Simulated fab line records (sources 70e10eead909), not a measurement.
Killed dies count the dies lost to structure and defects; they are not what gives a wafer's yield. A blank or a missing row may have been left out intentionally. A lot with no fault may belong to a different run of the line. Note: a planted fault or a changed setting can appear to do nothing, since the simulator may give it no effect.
Chamber matching -- flow nand harc -- NHARC_P_M2_CMP_23 on cmp-03 has 4 sister chambers
The step polishes, t overpolish 20 s, target thk 144.3 nm. 16 wafers are shown with their chamber, then 8 later ones without.

## WAFERS WITH THEIR CHAMBER
wafer,chamber,motor current A (A),time to endpoint s (s)
L078.2,1,11.9,27.7
L078.3,2,14.2,34.3
L078.5,1,11.5,30.2
L081.2,1,11.8,27.9
L081.4,0,14.1,27.2
L081.6,3,12.0,28.1
L085.2,1,11.9,31.2
L085.3,0,14.6,25.1
L085.4,3,12.1,32.0
L088.2,1,12.3,29.8
L088.5,2,14.0,34.9
L088.6,3,13.0,28.8
L090.2,3,12.9,29.9
L090.5,2,13.8,30.7
L090.6,3,12.6,29.4
L091.2,2,13.9,28.5

SIGNATURES (averages over the wafers above)
reading,chamber 0,chamber 1,chamber 2,chamber 3,scatter within a chamber
motor current A,14.350,11.880,13.975,12.520,0.338
time to endpoint s,26.150,29.360,32.100,29.640,1.99
Rule: distance of a wafer from a chamber = root of the sum over the readings of ((wafer's reading minus chamber's mean) / reading's scatter) squared. The wafer belongs to the nearest chamber; if the next one is less than 2 further off, it can't be placed. The scatter is the square root of a quotient: the sum, over the shown wafers, of each reading's squared deviation from its chamber's mean, divided by wafers minus chambers.

## WAFERS WHOSE CHAMBER IS MISSING
wafer,motor current A (A),time to endpoint s (s)
L091.3,11.9,26.1
L091.6,14.7,28.3
L094.3,12.1,27.2
L094.4,11.6,29.4
L094.5,11.5,31.0
L097.2,14.8,25.1
L097.5,14.3,24.2
L097.6,11.5,31.3

## WHICH CHAMBER EACH ONE RAN IN
wafer,from the rows above,in truth
L091.3,can't be placed: 1 or 3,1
L091.6,can't be placed: 0 or 2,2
L094.3,can't be placed: 1 or 3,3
L094.4,can't be placed: 1 or 3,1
L094.5,can't be placed: 1 or 3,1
L097.2,0,0
L097.5,0,0
L097.6,can't be placed: 1 or 3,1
Correctly placed: 2 of 8. Not placeable from these rows: 6 (in 6, the candidates include the true chamber). Placed wrongly: 0.
